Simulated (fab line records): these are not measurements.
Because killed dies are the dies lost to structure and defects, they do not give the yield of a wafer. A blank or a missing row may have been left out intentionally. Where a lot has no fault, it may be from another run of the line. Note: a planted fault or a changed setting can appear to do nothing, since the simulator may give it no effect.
fab line records    flow n5-finfet
record: lots: 10  wafers: 30  last-day: 17
route steps=1938 shown BEOL_M1@836 BEOL_M2@841 BEOL_M4@1111 PASSIVATION@1936
lots with no fault: from the same line, run without faults
start-h: hours from the record's opening day to when the first of the lot's shown wafers began    wait-h: hours since the lot's step before    " as in the row above    L1.1+2: a single row standing in for several wafers    - no value present, or no start provided    * or withheld: withheld    < > ~ a bound
route shown NAME@n: NAME is a module with steps in the file, n the number in the route of the first one    usual: mean/standard deviation of fault-free wafers    same: alike in all rows    chamber/n: place in a boat    sites: the reading at each site    _std_site: their standard deviation    _edge_site: the outer-site mean with the inner-site mean subtracted    radius-mm: how far each site lies from the wafer's centre    mask NAME#n: copy n    behind: the tool/chamber that last shaped the wafer    hold: why the lot went on hold/how many hours it stayed there/how the hold came to an end    device: names the non-switching transistor (n, p or np)    end of line: tests of these same wafers at the route's end    for a step that has no rows: nothing shown but its recipe    killed: not the wafer's yield, but the dies lost to structure and defects at the first sort    map: shows each die of a wafer: x if killed, . if not, _ if none is there
set.NAME: the setting as run; set.NAME@STEP: as run at that earlier step    model.NAME: the simulator's own value behind a step, which no gauge read
a sample of lots followed through the steps of the route, with each step as a table and each wafer as a row
services: from which hour (start-h, from the record's first day; less than 0 if before it) a tool's chamber was out of use, for how many hours, and why
== steps ==
step: N5_BEOL_M1_CO_CAP_55
recipe: material: Co  target-thk-a: 20  temp-c: 200  precursor: CCTBA/H2  pressure-torr: 30  time-s: 102.1
usual: chamber-pressure-Torr: 30.00/0.066  heater-power-w: 233/10
lot.wafer  tool       chamber  start-h  wait-h  chamber-pressure-Torr  heater-power-w
L233.2     cvd-co-01  1        135.84   0.0     29.96                  218
L233.3     "          0        "        "       29.89                  227
L233.6     "          2        "        "       30.08                  253
L234.2     cvd-co-01  0        136.86   0.0     30.02                  234
L234.4     "          2        "        "       30.06                  258
L234.5     "          0        "        "       30.04                  228
L241.3     cvd-co-02  1        179.54   0.0     29.82                  234
L241.5     "          1        "        "       29.92                  228
L241.6     "          0        "        "       30.06                  227
L244.1     cvd-co-01  0        193.46   0.0     30.04                  233
L244.3     "          1        "        "       30.04                  221
L244.6     "          2        "        "       29.97                  252
L247.3     cvd-co-02  2        212.38   0.0     30.17                  228
L247.5     "          0        "        "       30.00                  231
L247.6     "          1        "        "       30.05                  233
L248.1     cvd-co-02  0        220.31   0.0     30.06                  229
L248.2     "          1        "        "       29.99                  231
L248.3     "          2        "        "       29.96                  235
L249.2     cvd-co-02  0        222.08   0.0     29.95                  233
L249.3     "          1        "        "       30.08                  229
L249.4     "          1        "        "       30.10                  232
L251.1     cvd-co-01  1        240.06   0.0     29.93                  224
L251.2     "          0        "        "       30.04                  230
L251.3     "          2        "        "       30.05                  251
L254.2     cvd-co-02  0        262.31   0.0     29.94                  228
L254.3     "          0        "        "       30.02                  229
L254.6     "          1        "        "       29.92                  234
L255.1     cvd-co-02  0        264.99   0.0     30.04                  231
L255.3     "          0        "        "       30.00                  233
L255.4     "          1        "        "       30.02                  232
step: N5_BEOL_M2_ILD_DEP_00
recipe: material: SiOC  target-thk-a: 790  temp-c: 350  precursor: DEMS/O2  pressure-torr: 5  rf-w: 500  time-s: 15.3
usual: chamber-pressure-Torr: 5.001/0.011  heater-power-w: 476/62  showerhead-plenum-p-Torr: 5.706/0.017  showerhead-vpp-V: 1351/67  throttle-valve-pct: 11.9/0.54
lot.wafer  tool      chamber  start-h  wait-h  chamber-pressure-Torr  heater-power-w  showerhead-plenum-p-Torr  showerhead-vpp-V  throttle-valve-pct
L233.2     pecvd-03  0        136.09   0.0     4.994                  409             5.710                     1346              12.0
L233.3     "         2        "        "       4.983                  467             5.680                     1448              11.1
L233.6     "         2        "        "       4.987                  471             5.683                     1482              11.2
L234.2     pecvd-02  0        137.11   0.0     5.011                  425             5.715                     1385              12.4
L234.4     "         1        "        "       4.994                  510             5.717                     1377              12.3
L234.5     "         2        "        "       4.999                  444             5.700                     1242              11.1
L241.3     pecvd-02  2        179.79   0.0     4.999                  450             5.709                     1207              11.2
L241.5     "         2        "        "       5.000                  450             5.719                     1226              11.0
L241.6     "         0        "        "       4.988                  446             5.703                     1368              12.5
L244.1     pecvd-02  1        193.71   0.0     5.002                  529             5.714                     1358              12.1
L244.3     "         2        "        "       4.994                  469             5.709                     1216              11.1
L244.6     "         0        "        "       5.001                  475             5.710                     1361              12.6
L247.3     pecvd-03  0        212.66   0.0     5.019                  435             5.701                     1372              12.5
L247.5     "         2        "        "       5.011                  466             5.688                     1477              11.3
L247.6     "         0        "        "       4.993                  442             5.715                     1367              12.3
L248.1     pecvd-02  1        220.56   0.0     4.987                  519             5.729                     1383              11.9
L248.2     "         2        "        "       5.008                  464             5.713                     1237              11.3
L248.3     "         0        "        "       5.002                  434             5.714                     1374              12.6
L249.2     pecvd-02  0        222.32   0.0     4.991                  473             5.689                     1361              12.7
L249.3     "         2        "        "       4.983                  491             5.724                     1249              11.1
L249.4     "         0        "        "       4.996                  469             5.711                     1370              12.3
L251.1     pecvd-02  2        240.31   0.0     4.998                  457             5.737                     1237              11.3
L251.2     "         0        "        "       5.004                  452             5.706                     1374              12.4
L251.3     "         1        "        "       5.018                  510             5.727                     1365              12.1
L254.2     pecvd-02  1        262.60   0.0     4.980                  505             5.737                     1383              12.2
L254.3     "         0        "        "       4.997                  435             5.725                     1387              12.6
L254.6     "         1        "        "       4.987                  505             5.714                     1391              12.1
L255.1     pecvd-02  2        265.27   0.0     4.987                  416             5.732                     1243              11.3
L255.3     "         1        "        "       5.011                  437             5.711                     1383              12.0
L255.4     "         2        "        "       4.991                  425             5.726                     1224              11.3
step: N5_BEOL_M2_THK_MEAS_01
recipe: reads: SiOC_of_BEOL_M2_ILD_DEP_00
usual: M2_ILD_THK: 79.0/1.1
lot.wafer  tool           chamber  start-h  wait-h  M2_ILD_THK[nm]
L233.2     film-metro-02  -        136.16   0.1     77.8
L233.3     "              -        "        "       78.9
L233.6     "              -        "        "       79.9
L234.2     film-metro-01  -        137.17   0.1     77.8
L234.4     "              -        "        "       79.1
L234.5     "              -        "        "       78.7
L241.3     film-metro-01  -        179.85   0.1     78.9
L241.5     "              -        "        "       80.2
L241.6     "              -        "        "       80.2
L244.1     film-metro-02  -        193.77   0.0     78.6
L244.3     "              -        "        "       76.7
L244.6     "              -        "        "       78.5
L247.3     film-metro-01  -        212.73   0.1     77.2
L247.5     "              -        "        "       79.3
L247.6     "              -        "        "       78.5
L248.1     film-metro-01  -        220.63   0.0     78.6
L248.2     "              -        "        "       77.2
L248.3     "              -        "        "       78.0
L249.2     film-metro-01  -        222.39   0.1     77.2
L249.3     "              -        "        "       77.2
L249.4     "              -        "        "       78.5
L251.1     film-metro-02  -        240.38   0.0     77.6
L251.2     "              -        "        "       77.5
L251.3     "              -        "        "       80.4
L254.2     film-metro-01  -        262.66   0.1     79.5
L254.3     "              -        "        "       79.2
L254.6     "              -        "        "       80.9
L255.1     film-metro-01  -        265.33   0.0     77.8
L255.3     "              -        "        "       79.3
L255.4     "              -        "        "       79.6
step: N5_BEOL_M2_OVL_MEAS_12
recipe: points-per-wafer: 522
usual: M2_OVL: -0.2/0.75
lot.wafer  tool        chamber  start-h  wait-h  M2_OVL[nm]
L233.2     overlay-02  0        137.31   0.0     0.9
L233.3     "           0        "        "       -0.5
L233.6     "           0        "        "       0.5
L234.2     overlay-02  0        138.13   0.0     0.4
L234.4     "           0        "        "       0.3
L234.5     "           0        "        "       0.0
L241.3     overlay-02  0        181.05   0.0     -0.2
L241.5     "           0        "        "       0.2
L241.6     "           0        "        "       0.3
L244.1     overlay-02  0        195.42   0.0     0.8
L244.3     "           0        "        "       -0.1
L244.6     "           0        "        "       1.2
L247.3     overlay-01  0        214.11   0.0     -0.1
L247.5     "           0        "        "       0.3
L247.6     "           0        "        "       -0.7
L248.1     overlay-02  0        222.49   0.0     -0.2
L248.2     "           0        "        "       -0.6
L248.3     "           0        "        "       0.1
L249.2     overlay-02  0        227.57   0.0     0.2
L249.3     "           0        "        "       -0.3
L249.4     "           0        "        "       -1.2
L251.1     overlay-01  0        242.94   0.0     -1.4
L251.2     "           0        "        "       -1.6
L251.3     "           0        "        "       -1.5
L254.2     overlay-01  0        265.14   0.0     0.6
L254.3     "           0        "        "       -0.6
L254.6     "           0        "        "       -0.3
L255.1     overlay-01  0        265.85   0.0     0.7
L255.3     "           0        "        "       0.1
L255.4     "           0        "        "       -0.5
step: N5_BEOL_M2_INSPECT_13
recipe: mode: adi  inspect-instrument: brightfield
usual: raw-defect-count: 444/110
lot.wafer  tool               chamber  start-h  wait-h  raw-defect-count
L233.2     defect-inspect-01  -        137.36   0.0     445
L233.3     "                  -        "        "       481
L233.6     "                  -        "        "       357
L234.2     defect-inspect-01  -        138.19   0.1     461
L234.4     "                  -        "        "       459
L234.5     "                  -        "        "       425
L241.3     defect-inspect-01  -        181.10   0.0     487
L241.5     "                  -        "        "       413
L241.6     "                  -        "        "       648
L244.1     defect-inspect-01  -        195.48   0.1     466
L244.3     "                  -        "        "       349
L244.6     "                  -        "        "       438
L247.3     defect-inspect-02  -        214.16   0.0     590
L247.5     "                  -        "        "       512
L247.6     "                  -        "        "       753
L248.1     defect-inspect-02  -        222.55   0.1     335
L248.2     "                  -        "        "       296
L248.3     "                  -        "        "       282
L249.2     defect-inspect-01  -        227.62   0.0     544
L249.3     "                  -        "        "       488
L249.4     "                  -        "        "       397
L251.1     defect-inspect-01  -        243.01   0.1     296
L251.2     "                  -        "        "       358
L251.3     "                  -        "        "       242
L254.2     defect-inspect-01  -        265.20   0.0     1440
L254.3     "                  -        "        "       1505
L254.6     "                  -        "        "       1343
L255.1     defect-inspect-02  -        265.91   0.1     1389
L255.3     "                  -        "        "       1342
L255.4     "                  -        "        "       1271
step: N5_BEOL_M4_RC_MEAS_101
usual: DIBL_N: 36.4/1.7  DIBL_P: 36.4/2.1  IOFF_N: 0.16/0.035  IOFF_P: 0.21/0.035  ION_N: 680/11  ION_P: 465/6.8  SS_N: 71.5/0.58  SS_P: 73.2/0.72  VT_N: 249/3.6  VT_P: -250/3.1
lot.wafer  tool       chamber  start-h  wait-h  DIBL_N[mV/V]  DIBL_P[mV/V]  IOFF_N[nA/um]  IOFF_P[nA/um]  ION_N[uA/um]  ION_P[uA/um]  SS_N[mV/dec]  SS_P[mV/dec]  VT_N[mV]  VT_P[mV]
L234.2     prober-02  0        176.91   0.2     34.6          34.5          0.14           0.19           669           462           71.7          72.8          252       -248
L234.4     "          0        "        "       34.0          33.7          0.13           0.17           667           460           71.6          72.1          253       -253
L234.5     "          0        "        "       37.1          37.9          0.18           0.23           689           467           71.5          73.1          246       -247
L233.2     prober-02  0        180.10   0.2     38.5          37.3          0.18           0.21           693           464           71.5          73.9          246       -248
L233.3     "          0        "        "       37.1          34.6          0.14           0.17           685           461           71.3          73.2          253       -254
L233.6     "          0        "        "       36.7          34.6          0.14           0.15           668           447           71.4          73.4          253       -254
L241.3     prober-02  0        215.20   0.9     34.2          34.4          0.13           0.18           689           466           70.7          72.2          251       -254
L241.5     "          0        "        "       34.8          34.9          0.14           0.18           675           465           72.1          72.0          251       -253
L241.6     "          0        "        "       37.7          37.7          0.18           0.22           695           468           71.9          72.7          248       -252
L244.1     prober-02  0        233.07   0.0     37.5          39.5          0.18           0.23           680           463           71.6          74.5          249       -249
L244.3     "          0        "        "       37.0          37.7          0.16           0.20           662           456           71.4          73.6          250       -251
L244.6     "          0        "        "       38.2          39.3          0.19           0.22           677           458           71.7          74.7          247       -249
L247.3     prober-01  0        256.67   0.3     34.4          34.9          0.12           0.16           665           453           69.9          72.7          255       -258
L247.5     "          0        "        "       36.8          37.8          0.15           0.20           668           456           71.1          73.4          254       -252
L247.6     "          0        "        "       37.4          38.2          0.16           0.20           682           465           71.3          73.6          253       -254
L248.1     prober-02  0        260.74   0.0     34.3          33.7          0.13           0.17           657           460           71.6          72.2          254       -251
L248.2     "          0        "        "       32.1          33.2          0.11           0.17           669           466           70.7          72.4          252       -253
L248.3     "          0        "        "       35.0          36.9          0.15           0.20           663           458           71.1          73.0          249       -249
L249.2     prober-01  0        268.61   0.2     34.6          35.4          0.13           0.18           671           468           69.9          72.8          252       -253
L249.3     "          0        "        "       35.9          36.7          0.16           0.20           684           471           71.1          73.8          251       -252
L249.4     "          0        "        "       36.6          36.7          0.17           0.19           684           466           71.0          73.2          253       -252
L251.1     prober-02  0        278.91   0.0     34.0          33.9          0.12           0.15           664           457           71.4          72.0          256       -253
L251.2     "          0        "        "       37.2          36.5          0.16           0.19           674           458           71.8          72.7          250       -252
L251.3     "          0        "        "       35.8          35.5          0.14           0.18           676           464           70.8          72.2          252       -255
L254.2     prober-02  0        293.39   0.2     39.5          40.4          0.24           0.28           686           463           73.2          74.5          243       -247
L254.3     "          0        "        "       37.7          37.7          0.19           0.23           702           471           71.0          73.2          243       -249
L254.6     "          0        "        "       41.5          42.8          0.31           0.32           717           480           72.9          75.0          239       -245
L255.1     prober-01  0        306.11   0.5     38.1          38.2          0.17           0.26           678           476           71.5          74.7          251       -248
L255.3     "          0        "        "       36.0          34.8          0.14           0.20           674           470           71.9          72.7          252       -250
L255.4     "          0        "        "       34.3          33.1          0.12           0.18           669           466           70.5          72.2          254       -251
step: N5_PASSIVATION_PROBE_49
usual: defect-limited-yield: 91.3/1.4  killed_at_M0_to_M3: 36/11  killed_at_M4_up: 13/5.2  killed-at-contacts: 13/6.5  killed-at-front-end: 37/11  killed-at-other: 3.6/2.9  killed-dies: 103/17  killed-on-rim: 13/3.6  killed-open: 68/12  killed-short: 33/7.3  sort_bin_4_leakage: 0.01/0.039  sort_bin_5_function: 5.2/0.91  sort_bin_6_memory: 3.2/0.67  sort-n-pass: 1077/17  sort-yield-pct: 91.3/1.4
same: gross-dies: 1180  killed-at-back-side: 0  sort_bin_8_speed[%]: 0
lot.wafer  tool       chamber  start-h  wait-h  defect-limited-yield[%]  killed_at_M0_to_M3  killed_at_M4_up  killed-at-contacts  killed-at-front-end  killed-at-other  killed-dies  killed-on-rim  killed-open  killed-short  sort_bin_4_leakage[%]  sort_bin_5_function[%]  sort_bin_6_memory[%]  sort-n-pass  sort-yield-pct[%]
L234.2     prober-01  -        278.78   0.1     91.2                     41                  11               8                   44                   0                104          8              75           28            0                      5.6                     3.1                   1076         91.2
L234.4     prober-01  -        278.88   0.2     90.3                     31                  18               19                  45                   1                114          17             86           28            0                      5.9                     3.5                   1066         90.3
L234.5     prober-01  -        278.93   0.2     89.7                     32                  13               16                  58                   2                121          20             79           41            0                      6.2                     3.9                   1059         89.7
L233.2     prober-01  -        289.88   0.1     90.1                     38                  7                12                  54                   6                117          17             78           38            0                      6.3                     3.1                   1063         90.1
L233.3     prober-01  -        289.93   0.1     94.1                     17                  11               15                  23                   4                70           14             48           21            0                      3.9                     1.9                   1110         94.1
L233.6     prober-01  -        290.08   0.3     93.1                     32                  4                17                  26                   3                82           17             54           28            0                      3.8                     3.0                   1098         93.1
L241.3     prober-01  -        322.49   0.2     92.9                     26                  15               5                   37                   1                84           9              63           21            0                      3.9                     3.1                   1096         92.9
L241.5     prober-01  -        322.59   0.3     93.3                     31                  12               13                  23                   0                79           6              55           24            0                      4.1                     2.5                   1101         93.3
L241.6     prober-01  -        322.64   0.4     94.5                     30                  1                6                   27                   1                65           8              40           25            0                      3.2                     2.2                   1115         94.5
L244.1     prober-01  -        337.46   0.0     91.4                     43                  13               23                  18                   5                102          10             66           36            0                      4.8                     3.3                   1078         91.4
L244.3     prober-01  -        337.56   0.1     92.3                     30                  10               8                   33                   10               91           13             53           37            0                      4.7                     2.9                   1089         92.3
L244.6     prober-01  -        337.71   0.3     90.4                     36                  16               12                  47                   2                113          9              75           37            0                      5.3                     3.7                   1067         90.4
L248.1     prober-02  -        367.12   0.0     90.9                     34                  12               14                  42                   5                107          15             69           38            0                      5.3                     3.6                   1073         90.9
L248.2     prober-02  -        367.17   0.1     89.9                     47                  11               13                  46                   2                119          12             85           33            0                      5.6                     4.1                   1061         89.9
L248.3     prober-02  -        367.22   0.1     91.0                     35                  11               8                   40                   12               106          18             70           34            0                      5.3                     3.1                   1074         91.0
L247.3     prober-01  -        367.20   0.1     88.1                     46                  37               22                  31                   4                140          18             91           47            0                      6.9                     4.7                   1040         88.1
L247.5     prober-01  -        367.30   0.2     91.6                     30                  18               17                  34                   0                99           8              68           31            0                      4.3                     3.6                   1081         91.6
L247.6     prober-01  -        367.35   0.3     91.9                     33                  23               4                   33                   2                95           15             60           35            0                      4.7                     3.0                   1085         91.9
L249.2     prober-01  -        379.86   0.1     89.7                     45                  19               17                  37                   3                121          13             89           29            0                      5.4                     4.6                   1059         89.7
L249.3     prober-01  -        379.91   0.1     92.3                     38                  5                5                   38                   5                91           7              55           36            0                      5.2                     1.9                   1089         92.3
L249.4     prober-01  -        379.96   0.2     90.7                     45                  13               15                  31                   6                110          17             79           31            0                      5.3                     3.6                   1070         90.7
L254.2     prober-01  -        400.11   0.1     87.9                     94                  9                7                   31                   2                143          27             55           19            0                      6.3                     3.5                   1037         87.9
L254.3     prober-01  -        400.16   0.1     80.4                     168                 12               12                  33                   6                231          23             69           23            0                      12.6                    3.8                   949          80.4
L254.6     prober-01  -        400.31   0.3     86.7                     89                  12               15                  34                   7                157          33             54           35            0.42                   8.3                     3.1                   1018         86.3
L255.1     prober-01  -        409.90   0.0     77.7                     193                 10               13                  44                   3                263          34             90           47            0                      13.2                    5.4                   917          77.7
L255.3     prober-01  -        410.00   0.1     87.9                     100                 11               3                   22                   7                143          28             54           24            0                      7.0                     2.9                   1037         87.9
L255.4     prober-01  -        410.05   0.2     81.6                     161                 13               13                  24                   6                217          20             61           27            0                      11.3                    3.8                   963          81.6
killed by level:class
L234.2 FIN_SAQP:geometric-particle:open=14 BEOL_M0_SAQP:geometric-particle:open=12 FIN_SAQP:geometric-particle:short=9 BEOL_M0_SAQP:geometric-particle:short=9 STI_FIN_REVEAL:geometric-particle:open=7 MOL_CONTACT_COAG:geometric-particle:open=7 DUMMY_GATE:geometric-particle:open=6 BEOL_M1:geometric-particle:open=6
L234.4 MOL_CONTACT_COAG:geometric-particle:open=15 FIN_SAQP:geometric-particle:open=11 STI_FIN_REVEAL:geometric-particle:open=9 BEOL_M1:geometric-particle:open=9 BEOL_M2:geometric-particle:open=8 BEOL_M4:geometric-particle:open=8 FIN_SAQP:geometric-particle:short=7 BEOL_M0_SAQP:geometric-particle:open=6
L234.5 FIN_SAQP:geometric-particle:short=17 FIN_SAQP:geometric-particle:open=16 MOL_CONTACT_COAG:geometric-particle:open=14 STI_FIN_REVEAL:geometric-particle:open=10 BEOL_M2:geometric-particle:open=7 BEOL_M0_SAQP:geometric-particle:short=6 BEOL_M1:geometric-particle:open=6 BEOL_M0_SAQP:geometric-particle:open=4
L233.2 STI_FIN_REVEAL:geometric-particle:open=16 MOL_CONTACT_COAG:geometric-particle:open=12 FIN_SAQP:geometric-particle:open=7 BEOL_M3:geometric-particle:open=7 BEOL_M2:geometric-particle:open=7 DUMMY_GATE:geometric-particle:open=6 BEOL_M1:geometric-particle:open=6 BEOL_M2:geometric-particle:short=6
L233.3 MOL_CONTACT_COAG:geometric-particle:open=11 STI_FIN_REVEAL:geometric-particle:open=7 BEOL_M3:geometric-particle:open=6 BEOL_M4:geometric-particle:open=6 MOL_CONTACT_COAG:geometric-particle:short=4 BEOL_M2:geometric-particle:open=4 FIN_SAQP:geometric-particle:short=3 DUMMY_GATE:geometric-particle:open=2
L233.6 MOL_CONTACT_COAG:geometric-particle:open=13 BEOL_M0:geometric-particle:open=7 BEOL_M3:geometric-particle:open=7 BEOL_M0_SAQP:geometric-particle:short=6 FIN_SAQP:geometric-particle:open=5 GATE_CUT:geometric-particle:short=5 BEOL_M2:geometric-particle:open=5 MOL_CONTACT_COAG:geometric-particle:short=4
L241.3 DUMMY_GATE:geometric-particle:open=9 BEOL_M1:geometric-particle:open=9 FIN_SAQP:geometric-particle:open=8 BEOL_M0_SAQP:geometric-particle:open=8 MOL_CONTACT_COAG:geometric-particle:open=5 BEOL_M5:geometric-particle:open=5 FIN_SAQP:geometric-particle:short=4 BEOL_M4:geometric-particle:open=4
L241.5 MOL_CONTACT_COAG:geometric-particle:open=10 FIN_SAQP:geometric-particle:open=9 BEOL_M0_SAQP:geometric-particle:open=9 BEOL_M0_SAQP:geometric-particle:short=8 BEOL_M4:geometric-particle:open=8 BEOL_M2:geometric-particle:open=4 BEOL_M1:geometric-particle:open=4 GATE_CUT:geometric-particle:open=3
L241.6 BEOL_M0_SAQP:geometric-particle:short=11 FIN_SAQP:geometric-particle:open=10 BEOL_M1:geometric-particle:open=7 MOL_CONTACT_COAG:geometric-particle:open=5 BEOL_M3:geometric-particle:open=4 STARTING-WAFER:geometric-particle:open=4 FIN_SAQP:geometric-particle:short=3 BEOL_M2:geometric-particle:open=3
L244.1 MOL_CONTACT_COAG:geometric-particle:open=18 BEOL_M3:geometric-particle:open=10 BEOL_M0_SAQP:geometric-particle:open=8 BEOL_M0_SAQP:geometric-particle:short=7 GATE_CUT:geometric-particle:short=5 MOL_CONTACT_COAG:geometric-particle:short=5 BEOL_M3:geometric-particle:short=5 BEOL_M1:geometric-particle:open=4
L244.3 BEOL_M0_SAQP:geometric-particle:short=12 FIN_SAQP:geometric-particle:open=11 BEOL_M0_SAQP:geometric-particle:open=7 GATE_CUT:geometric-particle:short=6 MOL_CONTACT_COAG:geometric-particle:open=6 BEOL_M3:geometric-particle:open=5 MIM_TOP_ETCH:geometric-particle:short=5 GATE_CUT:geometric-particle:open=4
L244.6 FIN_SAQP:geometric-particle:open=15 BEOL_M4:geometric-particle:open=11 BEOL_M0_SAQP:geometric-particle:open=10 STI_FIN_REVEAL:geometric-particle:open=10 MOL_CONTACT_COAG:geometric-particle:open=8 BEOL_M0_SAQP:geometric-particle:short=7 FIN_SAQP:geometric-particle:short=6 BEOL_M1:geometric-particle:open=6
L248.1 BEOL_M1:geometric-particle:open=11 STI_FIN_REVEAL:geometric-particle:open=9 MOL_CONTACT_COAG:geometric-particle:open=9 ILD0:geometric-particle:open=6 FIN_SAQP:geometric-particle:open=5 MOL_CONTACT_COAG:geometric-particle:short=5 BEOL_M0_SAQP:geometric-particle:open=5 GATE_CUT:geometric-particle:short=4
L248.2 BEOL_M1:geometric-particle:open=17 MOL_CONTACT_COAG:geometric-particle:open=12 FIN_SAQP:geometric-particle:open=10 BEOL_M0_SAQP:geometric-particle:short=10 FIN_SAQP:geometric-particle:short=9 STI_FIN_REVEAL:geometric-particle:open=6 BEOL_M0_SAQP:geometric-particle:open=6 GATE_CUT:geometric-particle:open=5
L247.3 BEOL_M4:geometric-particle:open=20 MOL_CONTACT_COAG:geometric-particle:open=20 BEOL_M0_SAQP:geometric-particle:short=13 BEOL_M0_SAQP:geometric-particle:open=12 STI_FIN_REVEAL:geometric-particle:open=7 FIN_SAQP:geometric-particle:short=6 BEOL_M1:geometric-particle:open=6 BEOL_M3:geometric-particle:open=6
L248.3 FIN_SAQP:geometric-particle:open=8 GATE_CUT:geometric-particle:open=7 BEOL_M2:geometric-particle:open=7 STI_FIN_REVEAL:geometric-particle:open=6 MOL_CONTACT_COAG:geometric-particle:open=5 BEOL_M0_SAQP:geometric-particle:open=5 BEOL_M3:geometric-particle:open=5 FIN_SAQP:geometric-particle:short=4
L247.5 MOL_CONTACT_COAG:geometric-particle:open=13 FIN_SAQP:geometric-particle:short=10 BEOL_M0_SAQP:geometric-particle:open=10 BEOL_M4:geometric-particle:open=10 BEOL_M0_SAQP:geometric-particle:short=9 ILD0:geometric-particle:open=7 BEOL_M2:geometric-particle:open=7 FIN_SAQP:geometric-particle:open=6
L247.6 BEOL_M4:geometric-particle:open=16 BEOL_M0_SAQP:geometric-particle:open=13 BEOL_M0_SAQP:geometric-particle:short=12 FIN_SAQP:geometric-particle:open=7 ILD0:geometric-particle:open=4 MOL_CONTACT_COAG:geometric-particle:open=4 STARTING-WAFER:geometric-particle:short=4 FIN_SAQP:geometric-particle:short=3
L249.2 MOL_CONTACT_COAG:geometric-particle:open=14 BEOL_M3:geometric-particle:open=12 DUMMY_GATE:geometric-particle:open=9 BEOL_M0:geometric-particle:open=9 BEOL_M4:geometric-particle:open=9 FIN_SAQP:geometric-particle:short=8 BEOL_M0_SAQP:geometric-particle:open=6 BEOL_M2:geometric-particle:open=6
L249.3 FIN_SAQP:geometric-particle:open=8 FIN_SAQP:geometric-particle:short=7 BEOL_M3:geometric-particle:open=7 STI_FIN_REVEAL:geometric-particle:open=6 BEOL_M0_SAQP:geometric-particle:short=5 BEOL_M1:geometric-particle:open=5 MOL_CONTACT_COAG:geometric-particle:open=4 BEOL_M0_SAQP:geometric-particle:open=4
L249.4 MOL_CONTACT_COAG:geometric-particle:open=14 BEOL_M2:geometric-particle:open=14 BEOL_M0_SAQP:geometric-particle:open=8 FIN_SAQP:geometric-particle:short=6 BEOL_M0:geometric-particle:open=5 BEOL_M1:geometric-particle:open=5 STARTING-WAFER:geometric-particle:open=5 FIN_SAQP:geometric-particle:open=4
L254.2 BEOL_M2:unspecified=68 FIN_SAQP:geometric-particle:open=11 BEOL_M2:geometric-particle:open=8 DUMMY_GATE:geometric-particle:open=7 MOL_CONTACT_COAG:geometric-particle:open=7 BEOL_M0_SAQP:geometric-particle:short=6 BEOL_M0_SAQP:geometric-particle:open=6 BEOL_M1:geometric-particle:open=5
L254.3 BEOL_M2:unspecified=138 MOL_CONTACT_COAG:geometric-particle:open=11 BEOL_M3:geometric-particle:open=10 BEOL_M1:geometric-particle:open=9 BEOL_M4:geometric-particle:open=8 FIN_SAQP:geometric-particle:short=5 FIN_SAQP:geometric-particle:open=4 BEOL_M0_SAQP:geometric-particle:short=4
L254.6 BEOL_M2:unspecified=67 MOL_CONTACT_COAG:geometric-particle:open=13 FIN_SAQP:geometric-particle:short=11 BEOL_M0_SAQP:geometric-particle:open=9 BEOL_M0_SAQP:geometric-particle:short=8 FIN_SAQP:geometric-particle:open=5 STI_FIN_REVEAL:geometric-particle:open=5 BEOL_M6:geometric-particle:open=5
L255.1 BEOL_M2:unspecified=126 BEOL_M0_SAQP:geometric-particle:open=25 BEOL_M0_SAQP:geometric-particle:short=15 FIN_SAQP:geometric-particle:open=10 MOL_CONTACT_COAG:geometric-particle:open=9 BEOL_M3:geometric-particle:open=9 FIN_SAQP:geometric-particle:short=8 STI_FIN_REVEAL:geometric-particle:open=6
L255.3 BEOL_M2:unspecified=65 BEOL_M0_SAQP:geometric-particle:open=12 BEOL_M3:geometric-particle:open=10 BEOL_M0_SAQP:geometric-particle:short=6 FIN_SAQP:geometric-particle:open=5 GATE_CUT:geometric-particle:short=4 BEOL_M1:geometric-particle:open=4 BEOL_M4:geometric-particle:open=4
L255.4 BEOL_M2:unspecified=129 MOL_CONTACT_COAG:geometric-particle:open=11 BEOL_M3:geometric-particle:open=10 BEOL_M0_SAQP:geometric-particle:short=7 BEOL_M4:geometric-particle:open=7 STI_FIN_REVEAL:geometric-particle:open=6 FIN_SAQP:geometric-particle:short=5 BEOL_M0_SAQP:geometric-particle:open=5
== services ==
tool       chamber  start-h  hours  kind
cvd-co-02  1        114.67   -      clean
cvd-co-02  1        114.67   22.0   scheduled-down
cvd-co-02  1        114.67   22.0   vent-cycle
pecvd-03   -        119.53   1.7    repair
cvd-co-02  -        128.63   28.1   pm
pecvd-03   1        147.54   5.5    scheduled-down
pecvd-02   -        151.87   5.5    pm
cvd-co-01  -        158.36   2.8    pm
cvd-co-02  -        161.11   14.6   pm
pecvd-03   2        169.89   2.1    scheduled-down
pecvd-02   1        189.65   2.1    scheduled-down
pecvd-03   -        201.67   6.0    pm
pecvd-02   0        254.05   5.5    scheduled-down
cvd-co-02  2        257.04   21.8   repair
pecvd-02   2        259.51   2.1    scheduled-down
== key ==
first-sign: step: N5_BEOL_M2_INSPECT_13  reading: raw-defect-count  direction: up  sigmas: 8.9  usual: 444  struck: 1382
effect: step: N5_PASSIVATION_PROBE_49  reading: killed_at_M0_to_M3  direction: up  sigmas: 9.3  usual: 36  struck: 134
more-kills-born-at: N5_BEOL_M2_ILD_DEP_00@pecvd-02: 593
met-at N5_BEOL_M2_ILD_DEP_00
struck-lots L254,L255
not-acting-at N5_BEOL_M1_CO_CAP_55,N5_BEOL_M2_THK_MEAS_01,N5_BEOL_M2_OVL_MEAS_12
onset-between 240.31 262.60
also-fits time
fault: kind: chamber-particle-source  tool: pecvd-02  chamber: -  onset-h: 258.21  steps: N5_BEOL_M2_ILD_DEP_00  rate-per-visit-cm2: 1.4351  end-h: 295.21
